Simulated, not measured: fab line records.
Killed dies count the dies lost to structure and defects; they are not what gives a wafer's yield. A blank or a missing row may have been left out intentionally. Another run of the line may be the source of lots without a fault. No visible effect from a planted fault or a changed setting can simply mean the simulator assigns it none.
Chamber matching	flow nandHarc	NHARC_A_STAIRCASE_DEP_280 on pecvd-03 has 3 sister chambers
The step deposits SiON, target thk 30 nm. 14 wafers are shown with their chamber, then 7 later ones without.

== WAFERS WITH THEIR CHAMBER ==
wafer	chamber	heaterPowerW (W)
L074.4	1	767
L074.5	0	577
L074.6	2	989
L079.2	0	623
L079.4	1	652
L079.5	0	621
L084.2	1	702
L084.4	2	931
L084.6	1	692
L083.3	2	875
L083.4	1	687
L083.6	2	890
L094.1	2	857
L094.2	0	645

SIGNATURES (averages over the wafers above)
reading	chamber 0	chamber 1	chamber 2	scatter within a chamber
heaterPowerW	616.50	700.00	908.40	43.2
Rule: for a wafer and a chamber, the distance is found by dividing, reading by reading, the gap between the wafer's reading and the chamber's mean by the reading's scatter, squaring, summing and taking the root. If the next closest chamber is less than 2 further off than the closest, the wafer can't be placed; otherwise it belongs to the closest. The scatter: the root of (the sum of the squares of (reading less its chamber's mean) over the shown wafers, divided by (wafers less chambers)).

== WAFERS WHOSE CHAMBER IS MISSING ==
wafer	heaterPowerW (W)
L094.3	796
L093.4	919
L093.5	764
L093.6	574
L095.1	774
L095.4	762
L095.6	571

== WHICH CHAMBER EACH ONE RAN IN ==
wafer	from the rows above	in truth
L094.3	can't be placed: 1 or 2 or 0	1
L093.4	2	2
L093.5	can't be placed: 1 or 2 or 0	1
L093.6	can't be placed: 0 or 1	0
L095.1	can't be placed: 1 or 2 or 0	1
L095.4	can't be placed: 1 or 0 or 2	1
L095.6	can't be placed: 0 or 1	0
1 of 7 placed correctly. Cannot be placed on the basis of these rows: 6; the candidates contain the true chamber in 6. Placed wrongly: 0.
